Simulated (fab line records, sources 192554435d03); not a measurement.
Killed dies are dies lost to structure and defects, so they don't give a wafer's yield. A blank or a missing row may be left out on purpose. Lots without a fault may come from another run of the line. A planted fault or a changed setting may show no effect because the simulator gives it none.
fab line records | flow n5_finfet
record lots=7 wafers=39
route steps=1938 shown FIN_CUT@169 DUMMY_GATE@228 HKMG_FIN@386 GATE_CUT@469
start_h: hours from the record's first day to the start of the lot's first wafer shown | wait_h: hours since the lot's step before | " the same as in the row above | L1.1+2: a row that stands for several wafers | - no value, or no start given | * or withheld: withheld | < > ~ a bound
route shown NAME@n: a module of which the file shows steps, and the number in the route of the first | usual: mean/standard deviation of fault-free wafers | same: alike in all rows | chamber/n: place in a boat | sites: the reading at each site | _std_site: their standard deviation | _edge_site: outer sites' mean less inner sites' | radius_mm: how far each site lies from the wafer's centre | mask NAME#n: copy n | behind: the tool/chamber that last shaped the wafer | hold: why the lot was held/for how many hours/how that ended | device: the transistor (n, p or np) that didn't switch | end of line: the same wafers' tests at the end of the route | a step without rows: its recipe alone | killed: dies lost to structure and defects at the first sort, not the wafer's yield | map: a wafer's dies, x killed, . not, _ none there
set.NAME: the setting as run; set.NAME@STEP: as run at that earlier step | model.NAME: the simulator's own value behind a step, which no gauge read
lots whose settings were changed on purpose; a table a step, a row a wafer
## steps
# step N5_FIN_CUT_ETCH_21
# recipe chemistry=N2/H2 target=SOC target_depth_a=2190 overetch_a=438 mask_material=SiARC temp_c=40 ion_energy_ev=100 bias_w=61 time_s=523.5 pressure_mtorr=30 source_w=850 n2_flow_sccm=200 h2_flow_sccm=200
# columns lot.wafer tool chamber start_h wait_h set.time_s model.SiARC_of_FIN_CUT_COAT_19.thk_nm model.FIN_CUT.cd_offset_nm
L074.2 rie_diel-01 1 27.46 0.0 523.5 12 -0.2
L074.3 " 0 " " 523.5 12 0
L074.4 " 2 " " 523.5 11.8 -0.4
L075.1+2 rie_diel-01 1,2 32.97 0.0 523.5 12 0
L075.3 " 3 " " 576.6 11.2 0.6
L075.4+6 " 0 " " 576.6 11.4 0.8
L075.5 " 1 " " 523.5 12.2 0.2
L085.1 rie_diel-03 3 95.15 0.0 480.5 12.6 -0.2
L085.2 " 2 " " 523.5 11.8 0
L085.3 " 1 " " 523.5 12 -0.4
L085.4 " 0 " " 480.5 12.6 -0.4
L085.5 " 1 " " 480.5 12.8 -0.8
L085.6 " 0 " " 523.5 12 0.2
L087.1 rie_diel-06 2 107.51 0.0 574.2 11 0.4
L087.2 " 3 " " 574.2 11.2 0.8
L087.3+5 " 0,3 " " 523.5 12 0.2
L087.4 " 1 " " 574.2 11.2 0.6
L087.6 " 2 " " 523.5 11.8 -0.2
L093.1+4 rie_diel-03 0,3 140.61 0.0 523.5 11.6 0.4
L093.2+6 " 2 " " 427.2 13 -0.8
L093.3 " 1 " " 523.5 11.8 0
L093.5 " 1 " " 427.2 13.2 -1
L096.1 rie_diel-06 2 159.63 0.0 642.9 10 1
L096.2 " 1 " " 523.5 11.6 0.4
L096.3 " 0 " " 642.9 10.2 1.6
L096.4 " 3 " " 642.9 10.2 1.2
L096.5+6 " 0,1 " " 523.5 11.8 0.2
L097.1 rie_diel-01 2 166.03 0.0 523.5 12 -0.2
L097.2 " 3 " " 570.2 11 0.8
L097.3 " 0 " " 570.2 11 0.6
L097.4 " 1 " " 570.2 11.4 -0.2
L097.5+6 " 0,3 " " 523.5 11.8 0
# step N5_FIN_CUT_STRIP_23
# recipe chemistry=N2/H2 temp_c=40 n2_flow_sccm=200 h2_flow_sccm=200 rf_frequency_hz=6e+07
# step N5_FIN_CUT_STRIP_31
# recipe chemistry=N2/H2 temp_c=40 n2_flow_sccm=200 h2_flow_sccm=200 rf_frequency_hz=6e+07
# step N5_FIN_CUT_STRIP_24
# recipe chemistry=CF4 resist=SiARC power_w=300 bias_power_w=75 pressure_mtorr=50 cf4_flow_sccm=150 rf_frequency_hz=6e+07
# step N5_FIN_CUT_CUT_ETCH_26
# recipe chemistry=CH3F/O2 target=SiNx target_depth_a=390 mask_material=SOC time_s=55.7 pressure_mtorr=30 source_w=395 bias_w=73 Ar_flow_sccm=150 CH3F_flow_sccm=30 O2_flow_sccm=20 ion_energy_ev=120
# columns lot.wafer tool chamber start_h wait_h set.time_s@FIN_CUT_ETCH_21 model.FIN_CUT.cd_offset_nm
L074.2+4 rie_diel-01 1,2 27.81 0.0 523.5 -0.4
L074.3 " 0 " " 523.5 -0.2
L075.1+2+5 rie_diel-01 1,2,1 33.32 0.0 523.5 0
L075.3+4 " 3,0 " " 576.6 0.6
L075.6 " 0 " " 576.6 0.8
L085.1+4 rie_diel-03 3,0 95.50 0.0 480.5 -0.4
L085.2 " 2 " " 523.5 0
L085.3 " 1 " " 523.5 -0.4
L085.5 " 1 " " 480.5 -0.8
L085.6 " 0 " " 523.5 0.2
L087.1+4 rie_diel-06 2,1 107.85 0.0 574.2 0.4
L087.2 " 3 " " 574.2 0.6
L087.3 " 0 " " 523.5 0.2
L087.5 " 3 " " 523.5 0
L087.6 " 2 " " 523.5 -0.4
L093.1+4 rie_diel-03 0,3 140.95 0.0 523.5 0.4
L093.2 " 2 " " 427.2 -0.6
L093.3 " 1 " " 523.5 -0.2
L093.5 " 1 " " 427.2 -1
L093.6 " 2 " " 427.2 -0.8
L096.1 rie_diel-06 2 159.97 0.0 642.9 1.2
L096.2+6 " 1 " " 523.5 0.4
L096.3 " 0 " " 642.9 1.8
L096.4 " 3 " " 642.9 1.4
L096.5 " 0 " " 523.5 0.2
L097.1 rie_diel-01 2 166.37 0.0 523.5 -0.2
L097.2 " 3 " " 570.2 0.8
L097.3 " 0 " " 570.2 0.6
L097.4 " 1 " " 570.2 -0.2
L097.5+6 " 0,3 " " 523.5 0
# step N5_FIN_CUT_CUT_ETCH_27
# recipe chemistry=CHF3/O2 target=SiO2 target_depth_a=40 mask_material=SOC overetch_a=20 time_s=4.9 pressure_mtorr=30 source_w=650 bias_w=170 Ar_flow_sccm=200 CHF3_flow_sccm=50 O2_flow_sccm=5 ion_energy_ev=200
# step N5_FIN_CUT_PRECLEAN_35
# recipe time_s=13.3 temp_c=45 pressure_torr=125 p_hf_torr=3 p_coreactant_torr=25 chemistry=vHF
# columns lot.wafer tool chamber start_h wait_h set.time_s@FIN_CUT_ETCH_21 model.FIN_CUT.cd_offset_nm
L074.2 vapor_etch-01 0 27.92 0.0 523.5 -0.2
L074.3 " 1 " " 523.5 0.2
L074.4 " 0 " " 523.5 0
L075.1+2+5 vapor_etch-02 1,0,1 33.44 0.1 523.5 0.4
L075.3+4 " 0,1 " " 576.6 1
L075.6 " 0 " " 576.6 1.2
L085.1 vapor_etch-02 0 95.61 0.0 480.5 -0.4
L085.2 " 1 " " 523.5 0.2
L085.3 " 0 " " 523.5 -0.2
L085.4 " 1 " " 480.5 -0.2
L085.5 " 0 " " 480.5 -0.8
L085.6 " 1 " " 523.5 0.4
L087.1 vapor_etch-01 1 107.97 0.0 574.2 0.2
L087.2 " 0 " " 574.2 0.6
L087.3+5 " 1,0 " " 523.5 0
L087.4 " 0 " " 574.2 0.4
L087.6 " 1 " " 523.5 -0.4
L093.1+4 vapor_etch-01 1,0 141.07 0.0 523.5 0.4
L093.2 " 0 " " 427.2 -0.6
L093.3 " 1 " " 523.5 0
L093.5 " 0 " " 427.2 -1
L093.6 " 1 " " 427.2 -0.8
L096.1 vapor_etch-01 0 160.24 0.2 642.9 1.6
L096.2+6 " 1,0 " " 523.5 0.8
L096.3 " 1 " " 642.9 2.2
L096.4 " 0 " " 642.9 1.8
L096.5 " 1 " " 523.5 0.6
L097.1 vapor_etch-02 1 166.48 0.0 523.5 0
L097.2 " 0 " " 570.2 1.2
L097.3 " 1 " " 570.2 1
L097.4 " 0 " " 570.2 0.2
L097.5+6 " 1,0 " " 523.5 0.4
# step N5_DUMMY_GATE_EXPOSE_12
# recipe mask_id=GATE na=0.33 source_shape=annular sigma_inner=0.2 sigma_outer=0.6 polarization=unpolarized target_cd_nm=25 dose_mj=34
# columns lot.wafer tool chamber start_h wait_h mask set.dose_mj
L074.2+3+4 euv_scanner-01 0 45.97 - GATE#0 34
L075.1+2+3+4+5+6 euv_scanner-02 0 51.03 - GATE#0 34
L085.1+2+3 euv_scanner-01 0 114.67 - GATE#0 32.4
L085.4+5+6 " 0 " " GATE#0 34
L087.1+2+3+4+5+6 euv_scanner-02 0 125.85 - GATE#0 34
L093.1+3+5 euv_scanner-01 0 158.61 - GATE#0 35.25
L093.2+4+6 " 0 " " GATE#0 34
L096.1+4+6 euv_scanner-01 0 179.03 - GATE#0 36.25
L096.2+3+5 " 0 " " GATE#0 34
L097.1+2+4 euv_scanner-02 0 190.08 - GATE#0 34
L097.3+5+6 " 0 " " GATE#0 36.32
# step N5_DUMMY_GATE_PEB_13
# recipe peb_temp_c=100 peb_time_s=60 resist=CAR-EUV
# step N5_DUMMY_GATE_DEVELOP_14
# recipe develop_time_s=30 developer=TMAH resist=CAR-EUV rinse_liquid=surfactant_rinse dry=air_spin dev_temp_c=23
# step N5_DUMMY_GATE_CD_MEAS_15
# recipe target_cd_nm=25.8 landing_energy_ev=500 detector=se_inlens
# usual cd_nm=25.00/0.23
# columns lot.wafer tool chamber start_h wait_h set.dose_mj@DUMMY_GATE_EXPOSE_12 cd_nm
L074.2 cd_sem-02 0 46.09 - 34 25.15
L074.3 " 0 " " 34 25.25
L074.4 " 0 " " 34 25.17
L075.1 cd_sem-01 0 51.16 - 34 24.96
L075.2 " 0 " " 34 24.76
L075.3 " 0 " " 34 25.25
L075.4 " 0 " " 34 24.69
L075.5 " 0 " " 34 24.65
L075.6 " 0 " " 34 24.49
L085.1 cd_sem-03 0 114.80 - 32.4 26.23
L085.2 " 0 " " 32.4 26.16
L085.3 " 0 " " 32.4 26.26
L085.4 " 0 " " 34 24.89
L085.5 " 0 " " 34 25.17
L085.6 " 0 " " 34 24.84
L087.1 cd_sem-02 0 125.98 - 34 24.91
L087.2 " 0 " " 34 25.00
L087.3 " 0 " " 34 24.82
L087.4 " 0 " " 34 24.86
L087.5 " 0 " " 34 25.00
L087.6 " 0 " " 34 24.95
L093.1 cd_sem-03 0 158.74 - 35.25 24.47
L093.2 " 0 " " 34 25.02
L093.3 " 0 " " 35.25 24.04
L093.4 " 0 " " 34 24.63
L093.5 " 0 " " 35.25 24.23
L093.6 " 0 " " 34 25.23
L096.1 cd_sem-02 0 179.16 - 36.25 23.63
L096.2 " 0 " " 34 24.93
L096.3 " 0 " " 34 25.24
L096.4 " 0 " " 36.25 24.01
L096.5 " 0 " " 34 25.10
L096.6 " 0 " " 36.25 24.02
L097.1 cd_sem-02 0 190.21 - 34 24.27
L097.2 " 0 " " 34 24.41
L097.3 " 0 " " 36.32 23.24
L097.4 " 0 " " 34 24.72
L097.5 " 0 " " 36.32 23.81
L097.6 " 0 " " 36.32 23.60
# step N5_DUMMY_GATE_STRIP_38
# recipe chemistry=N2/H2 temp_c=40 n2_flow_sccm=200 h2_flow_sccm=200 rf_frequency_hz=6e+07
# step N5_DUMMY_GATE_STRIP_39
# recipe chemistry=N2/H2 temp_c=40 n2_flow_sccm=200 h2_flow_sccm=200 rf_frequency_hz=6e+07
# step N5_DUMMY_GATE_TRIM_49
# recipe chemistry=O2 resist=SOC time_s=29 target_cd_nm=14 source_power_w=300 bias_power_w=0 O2_flow_sccm=100 temp_c=20
# columns lot.wafer tool chamber start_h wait_h set.dose_mj@DUMMY_GATE_EXPOSE_12 model.DUMMY_GATE.cd_nm
L074.2 rie_si-06 1 46.44 0.0 34 14
L074.3 " 0 " " 34 13.8
L074.4 " 3 " " 34 14.2
L075.1+4+5 rie_si-04 0,1,3 51.57 0.0 34 14.2
L075.2 " 2 " " 34 14
L075.3 " 3 " " 34 14.4
L075.6 " 0 " " 34 13.8
L085.1+2 rie_si-02 2,0 115.33 0.0 32.4 14.8
L085.3 " 3 " " 32.4 15
L085.4 " 1 " " 34 14.2
L085.5+6 " 3,2 " " 34 14
L087.1+3+6 rie_si-06 0,2,2 126.73 0.0 34 13.6
L087.2+4+5 " 1,3,3 " " 34 14
L093.1+3+5 rie_si-04 1,2,2 159.11 0.0 35.25 13.2
L093.2+6 " 0,3 " " 34 14
L093.4 " 3 " " 34 13.8
L096.1 rie_si-02 0 179.56 0.0 36.25 13
L096.2 " 3 " " 34 14
L096.3+5 " 1,3 " " 34 14.2
L096.4+6 " 2 " " 36.25 12.8
L097.1 rie_si-04 1 190.57 0.0 34 14
L097.2+4 " 2,0 " " 34 13.8
L097.3 " 3 " " 36.32 12.4
L097.5+6 " 2,3 " " 36.32 12.6
# step N5_DUMMY_GATE_STRIP_40
# recipe chemistry=CF4 resist=SiARC power_w=300 bias_power_w=75 pressure_mtorr=50 cf4_flow_sccm=150 rf_frequency_hz=6e+07
# step N5_DUMMY_GATE_CD_MEAS_50
# recipe target_cd_nm=14
# usual cd_nm=13.98/0.3
# columns lot.wafer tool chamber start_h wait_h set.dose_mj@DUMMY_GATE_EXPOSE_12 cd_nm
L074.2 cd_sem-01 - 46.74 0.0 34 13.53
L074.3 " - " " 34 13.93
L074.4 " - " " 34 14.23
L075.1 cd_sem-01 - 51.71 0.0 34 14.33
L075.2 " - " " 34 14.18
L075.3 " - " " 34 14.22
L075.4 " - " " 34 14.08
L075.5 " - " " 34 13.92
L075.6 " - " " 34 14.44
L085.1 cd_sem-02 - 115.48 0.0 32.4 14.74
L085.2 " - " " 32.4 14.81
L085.3 " - " " 32.4 15.00
L085.4 " - " " 34 14.14
L085.5 " - " " 34 13.99
L085.6 " - " " 34 13.74
L087.1 cd_sem-02 - 126.94 0.0 34 13.15
L087.2 " - " " 34 13.98
L087.3 " - " " 34 13.47
L087.4 " - " " 34 14.18
L087.5 " - " " 34 13.99
L087.6 " - " " 34 13.43
L093.1 cd_sem-01 - 159.26 0.0 35.25 13.14
L093.2 " - " " 34 14.22
L093.3 " - " " 35.25 13.41
L093.4 " - " " 34 13.91
L093.5 " - " " 35.25 13.01
L093.6 " - " " 34 14.37
L096.1 cd_sem-03 - 179.70 0.0 36.25 13.21
L096.2 " - " " 34 13.98
L096.3 " - " " 34 14.07
L096.4 " - " " 36.25 12.93
L096.5 " - " " 34 14.07
L096.6 " - " " 36.25 12.61
L097.1 cd_sem-03 - 190.74 0.0 34 14.08
L097.2 " - " " 34 13.52
L097.3 " - " " 36.32 12.36
L097.4 " - " " 34 13.84
L097.5 " - " " 36.32 12.67
L097.6 " - " " 36.32 12.66
# step N5_DUMMY_GATE_ETCH_31
# recipe chemistry=C4F6/O2 target=SiO2 mask_material=SOC target_depth_a=825 time_s=27.5 ion_energy_ev=250 pressure_mtorr=30 source_w=345 bias_w=185 Ar_flow_sccm=300 C4F6_flow_sccm=10 O2_flow_sccm=10
# step N5_DUMMY_GATE_STRIP_41
# recipe chemistry=O2 power_w=400 temp_c=40 pressure_mtorr=30 rf_frequency_hz=6e+07 bias_power_w=0 overash_fraction=0.3 o2_flow_sccm=225
# step N5_DUMMY_GATE_ETCH_23
# recipe chemistry=HBr/Cl2/O2 HBr_flow_sccm=150 Cl2_flow_sccm=80 O2_flow_sccm=12 bias_w=102 target_depth_a=410 time_s=22.3 target=poly-Si mask_material=SiO2 pressure_mtorr=10 icp_w=800
# step N5_DUMMY_GATE_ETCH_44
# recipe chemistry=HBr/O2 over_etch_frac=0.7 target_depth_a=1275 stop_on=SiO2 ion_energy_ev=60 bias_w=20 target=poly-Si mask_material=SiO2 pressure_mtorr=20 icp_w=400 HBr_flow_sccm=120 O2_flow_sccm=10
# step N5_DUMMY_GATE_CD_MEAS_24
# recipe target_cd_nm=15
# usual cd_nm=15.00/0.28
# columns lot.wafer tool chamber start_h wait_h set.dose_mj@DUMMY_GATE_EXPOSE_12 cd_nm
L074.2 cd_sem-02 - 47.33 0.1 34 14.68
L074.3 " - " " 34 14.68
L074.4 " - " " 34 15.26
L075.1 cd_sem-02 - 52.30 0.1 34 15.10
L075.2 " - " " 34 14.92
L075.3 " - " " 34 15.40
L075.4 " - " " 34 14.99
L075.5 " - " " 34 15.10
L075.6 " - " " 34 14.84
L085.1 cd_sem-01 - 115.98 0.1 32.4 15.59
L085.2 " - " " 32.4 15.96
L085.3 " - " " 32.4 15.82
L085.4 " - " " 34 15.47
L085.5 " - " " 34 15.08
L085.6 " - " " 34 15.17
L087.1 cd_sem-01 - 127.51 0.1 34 15.08
L087.2 " - " " 34 14.92
L087.3 " - " " 34 15.13
L087.4 " - " " 34 15.16
L087.5 " - " " 34 14.90
L087.6 " - " " 34 14.75
L093.1 cd_sem-02 - 159.76 0.1 35.25 14.41
L093.2 " - " " 34 14.89
L093.3 " - " " 35.25 14.29
L093.4 " - " " 34 14.70
L093.5 " - " " 35.25 14.31
L093.6 " - " " 34 15.28
L096.1 cd_sem-02 - 180.27 0.1 36.25 14.01
L096.2 " - " " 34 14.96
L096.3 " - " " 34 14.80
L096.4 " - " " 36.25 13.86
L096.5 " - " " 34 15.04
L096.6 " - " " 36.25 13.88
L097.1 cd_sem-02 - 191.23 0.1 34 14.50
L097.2 " - " " 34 14.33
L097.3 " - " " 36.32 13.47
L097.4 " - " " 34 14.98
L097.5 " - " " 36.32 13.14
L097.6 " - " " 36.32 13.23
# step N5_HKMG_FIN_HK_ALD_01
# recipe material=HfO2 target_thk_a=16 temp_c=withheld ald_precursor_family=HfCl4 ald_co_reactant=H2O pulse_time_s=3 purge_time_s=3 co_reactant_purge_time_s=2.5 co_reactant_pulse_time_s=0.3 ald_cycles=30
# columns lot.wafer tool chamber start_h wait_h set.ald_cycles
L074.2+3+4 ald_hk-01 3,1,0 71.59 0.0 30
L075.1+2+3+4+5+6 ald_hk-03 2,3,1,0,3,0 80.75 0.0 30
L085.1+2+6 ald_hk-03 1,2,0 138.89 0.0 28
L085.3+4+5 " 3,0,1 " " 30
L087.1+4+6 ald_hk-01 3,2,2 149.93 0.0 27
L087.2+3+5 " 0,1,3 " " 30
L093.1+4+6 ald_hk-03 1,0,1 183.39 0.0 27
L093.2+3+5 " 2,3,0 " " 30
L096.1+5+6 ald_hk-03 1,0,1 204.54 0.0 30
L096.2+3+4 " 3,2,0 " " 33
L097.1+2+3 ald_hk-02 2,1,3 214.20 0.0 27
L097.4+5+6 " 0,1,2 " " 30
# step N5_HKMG_FIN_HK_ANNEAL_02
# recipe temp_c=700 time_s=30 ambient=N2 idle_temp_c=600 ramp_up_c_per_s=150 ramp_down_c_per_s=60 cool_to_c=600
# step N5_HKMG_FIN_ALD_74
# recipe material=La2O3 target_thk_a=5 temp_c=250 ald_precursor_family=La-Cp ald_co_reactant=O3 pulse_time_s=6 co_reactant_pulse_time_s=1 purge_time_s=3 co_reactant_purge_time_s=3
# step N5_HKMG_FIN_WET_ETCH_82
# recipe chemistry=dHCl mix=1:10000 temp_c=25 target=La2O3 stop_on=HfO2 target_depth_nm=2 dry=ipa_marangoni rinse_time_s=30 rinse_temp_c=23
# step N5_HKMG_FIN_ALD_36
# recipe material=TiN target_thk_a=10 temp_c=400 ald_precursor_family=TiCl4 ald_co_reactant=NH3 pulse_time_s=1 purge_time_s=3 co_reactant_purge_time_s=2 co_reactant_pulse_time_s=2 ald_cycles=47 pressure_torr=3
# step N5_HKMG_FIN_THK_MEAS_70
# recipe thk_meas_gauge=xrf reads=HfO2_of_HKMG_FIN_HK_ALD_01
# usual HK_THK=1.620/0.016
# columns lot.wafer tool chamber start_h wait_h set.ald_cycles@HKMG_FIN_HK_ALD_01 HK_THK[nm]
L074.2 film_metro-01 - 75.40 0.2 30 1.601
L074.3 " - " " 30 1.634
L074.4 " - " " 30 1.611
L075.1 film_metro-01 - 84.92 0.2 30 1.607
L075.2 " - " " 30 1.612
L075.3 " - " " 30 1.596
L075.4 " - " " 30 1.611
L075.5 " - " " 30 1.619
L075.6 " - " " 30 1.624
L085.1 film_metro-01 - 142.51 0.2 28 1.519
L085.2 " - " " 28 1.535
L085.3 " - " " 30 1.622
L085.4 " - " " 30 1.623
L085.5 " - " " 30 1.628
L085.6 " - " " 28 1.508
L087.1 film_metro-01 - 153.75 0.2 27 1.463
L087.2 " - " " 30 1.623
L087.3 " - " " 30 1.606
L087.4 " - " " 27 1.462
L087.5 " - " " 30 1.608
L087.6 " - " " 27 1.447
L093.1 film_metro-02 - 186.86 0.2 27 1.462
L093.2 " - " " 30 1.633
L093.3 " - " " 30 1.588
L093.4 " - " " 27 1.468
L093.5 " - " " 30 1.632
L093.6 " - " " 27 1.448
L096.1 film_metro-02 - 208.12 0.2 30 1.617
L096.2 " - " " 33 1.778
L096.3 " - " " 33 1.771
L096.4 " - " " 33 1.780
L096.5 " - " " 30 1.655
L096.6 " - " " 30 1.650
L097.1 film_metro-01 - 217.64 0.2 27 1.463
L097.2 " - " " 27 1.467
L097.3 " - " " 27 1.457
L097.4 " - " " 30 1.619
L097.5 " - " " 30 1.627
L097.6 " - " " 30 1.622
# step N5_GATE_CUT_ETCH_58
# recipe chemistry=CH3F/O2 target=SiNx target_depth_a=170 time_s=128.6 ion_energy_ev=50 pressure_mtorr=30 source_w=415 bias_w=21 Ar_flow_sccm=150 CH3F_flow_sccm=30 O2_flow_sccm=20
# usual rf_vpp_V=99.1/0.84
# columns lot.wafer tool chamber start_h wait_h set.source_w rf_vpp_V model.etch.depth_nm
L074.2 rie_diel-06 1 81.46 0.1 415 100.0 16.78
L074.3 " 0 " " 415 99.9 16.81
L074.4 " 2 " " 415 99.1 17.09
L075.1 rie_diel-03 0 90.94 0.1 485.3 94.2 17.92
L075.2 " 2 " " 415 99.0 17.11
L075.3 " 1 " " 485.3 94.1 17.81
L075.4 " 3 " " 415 99.9 16.87
L075.5 " 0 " " 415 97.5 16.95
L075.6 " 1 " " 485.3 94.0 17.75
L085.1 rie_diel-06 3 148.41 0.0 415 98.4 16.59
L085.2 " 0 " " 352.1 104.5 15.82
L085.3 " 2 " " 352.1 104.2 16.13
L085.4 " 1 " " 352.1 106.0 16.01
L085.5 " 3 " " 415 98.9 16.68
L085.6 " 0 " " 415 99.7 16.81
L087.1 rie_diel-03 0 159.82 0.1 415 99.7 16.9
L087.2 " 1 " " 415 99.1 16.92
L087.3 " 3 " " 384.8 101.1 16.58
L087.4 " 2 " " 384.8 102.9 16.63
L087.5 " 3 " " 384.8 100.7 16.5
L087.6 " 0 " " 415 99.1 17
L093.1 rie_diel-01 2 192.69 0.1 450.9 95.9 17.46
L093.2 " 1 " " 415 98.3 16.75
L093.3 " 3 " " 415 98.4 17.3
L093.4 " 3 " " 415 99.5 17.2
L093.5 " 1 " " 450.9 95.8 17.03
L093.6 " 2 " " 450.9 96.3 17.35
L096.1 rie_diel-01 3 214.25 0.2 415 98.4 17.12
L096.2 " 2 " " 415 99.8 16.79
L096.3 " 0 " " 415 99.4 17.2
L096.4 " 1 " " 355.2 103.9 15.94
L096.5 " 0 " " 355.2 104.5 16.24
L096.6 " 3 " " 355.2 103.0 16.27
L097.1 rie_diel-03 0 223.68 0.1 415 97.7 17.14
L097.2 " 2 " " 415 99.6 17.19
L097.3 " 3 " " 438.2 95.9 17.23
L097.4 " 1 " " 438.2 96.1 17.12
L097.5 " 1 " " 438.2 99.1 17.18
L097.6 " 0 " " 415 99.3 17.12
## key
split step=N5_FIN_CUT_ETCH_21 setting=time_s stated=523.5 by=wafer
response step=N5_FIN_CUT_ETCH_21 reading=model.SiARC_of_FIN_CUT_COAT_19.thk_nm change=-0.0749 per=1% r=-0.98
response step=N5_FIN_CUT_ETCH_21 reading=model.FIN_CUT.cd_offset_nm change=+0.0524 per=1% r=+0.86
response step=N5_FIN_CUT_CUT_ETCH_26 reading=model.FIN_CUT.cd_offset_nm change=+0.0534 per=1% r=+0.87
response step=N5_FIN_CUT_PRECLEAN_35 reading=model.FIN_CUT.cd_offset_nm change=+0.0558 per=1% r=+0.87
split step=N5_DUMMY_GATE_EXPOSE_12 setting=dose_mj stated=34 by=wafer
response step=N5_DUMMY_GATE_CD_MEAS_15 reading=cd_nm change=-0.18 per=1% r=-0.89
response step=N5_DUMMY_GATE_TRIM_49 reading=model.DUMMY_GATE.cd_nm change=-0.19 per=1% r=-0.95
response step=N5_DUMMY_GATE_CD_MEAS_50 reading=cd_nm change=-0.188 per=1% r=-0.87
response step=N5_DUMMY_GATE_CD_MEAS_24 reading=cd_nm change=-0.164 per=1% r=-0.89
split step=N5_HKMG_FIN_HK_ALD_01 setting=ald_cycles stated=30 by=wafer
response step=N5_HKMG_FIN_THK_MEAS_70 reading=HK_THK change=+0.0153 per=1% r=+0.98
split step=N5_GATE_CUT_ETCH_58 setting=source_w stated=415 by=wafer
response step=N5_GATE_CUT_ETCH_58 reading=rf_vpp_V change=-0.324 per=1% r=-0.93
response step=N5_GATE_CUT_ETCH_58 reading=model.etch.depth_nm change=+0.0481 per=1% r=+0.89
